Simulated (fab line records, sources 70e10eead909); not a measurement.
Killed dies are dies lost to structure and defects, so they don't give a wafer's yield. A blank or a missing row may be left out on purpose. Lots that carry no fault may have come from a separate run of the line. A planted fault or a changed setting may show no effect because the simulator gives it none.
Chamber matching / flow nand-harc / 4 sister chambers for NHARC_A_CHANNEL_FILL_D1_CMP_10 on cmp-04
The step polishes, target thk 150 nm. 8 wafers are shown with their chamber, then 10 later ones without.

WAFERS WITH THEIR CHAMBER
wafer=L080.2; chamber=1; time-to-endpoint-s (s)=19; motor-current-A (A)=12.4
wafer=L083.5; chamber=3; time-to-endpoint-s (s)=13; motor-current-A (A)=10.7
wafer=L085.5; chamber=3; time-to-endpoint-s (s)=14; motor-current-A (A)=10.4
wafer=L085.6; chamber=2; time-to-endpoint-s (s)=18; motor-current-A (A)=12.4
wafer=L086.1; chamber=1; time-to-endpoint-s (s)=20; motor-current-A (A)=11.7
wafer=L086.5; chamber=2; time-to-endpoint-s (s)=17; motor-current-A (A)=11.8
wafer=L091.4; chamber=0; time-to-endpoint-s (s)=10; motor-current-A (A)=10.0
wafer=L091.5; chamber=0; time-to-endpoint-s (s)=10; motor-current-A (A)=10.0

WAFERS WITH NO CHAMBER GIVEN
wafer=L091.6; time-to-endpoint-s (s)=13; motor-current-A (A)=10.6
wafer=L089.3; time-to-endpoint-s (s)=6; motor-current-A (A)=9.4
wafer=L089.5; time-to-endpoint-s (s)=15; motor-current-A (A)=12.5
wafer=L089.6; time-to-endpoint-s (s)=11; motor-current-A (A)=10.9
wafer=L093.1; time-to-endpoint-s (s)=13; motor-current-A (A)=12.6
wafer=L093.3; time-to-endpoint-s (s)=12; motor-current-A (A)=10.4
wafer=L093.4; time-to-endpoint-s (s)=16; motor-current-A (A)=11.4
wafer=L096.1; time-to-endpoint-s (s)=19; motor-current-A (A)=11.4
wafer=L096.2; time-to-endpoint-s (s)=14; motor-current-A (A)=10.5
wafer=L096.3; time-to-endpoint-s (s)=17; motor-current-A (A)=12.5

WHICH CHAMBER EACH WENT THROUGH
wafer=L091.6; from the rows above=3; in truth=3
wafer=L089.3; from the rows above=0; in truth=0
wafer=L089.5; from the rows above=can't be placed: 2 or 3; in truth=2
wafer=L089.6; from the rows above=can't be placed: 0 or 3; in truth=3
wafer=L093.1; from the rows above=can't be placed: 3 or 2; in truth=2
wafer=L093.3; from the rows above=can't be placed: 3 or 0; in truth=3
wafer=L093.4; from the rows above=can't be placed: 2 or 3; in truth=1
wafer=L096.1; from the rows above=can't be placed: 1 or 2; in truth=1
wafer=L096.2; from the rows above=3; in truth=3
wafer=L096.3; from the rows above=2; in truth=2
Correct placement for 4 of the 10. Not placeable from these rows: 6 (in 5, the candidates include the true chamber). Number placed wrongly: 0.
How it was worked out, from the rows above alone: a wafer's distance from a chamber is the root of the sum, over the readings, of the square of ((its reading less the chamber's mean) divided by the reading's scatter). The wafer belongs to the nearest chamber; if the next one is less than 2 further off, it can't be placed. Each chamber's mean is taken over the wafers shown for it. The scatter is the square root of a quotient: the sum, over the shown wafers, of each reading's squared deviation from its chamber's mean, divided by wafers minus chambers.
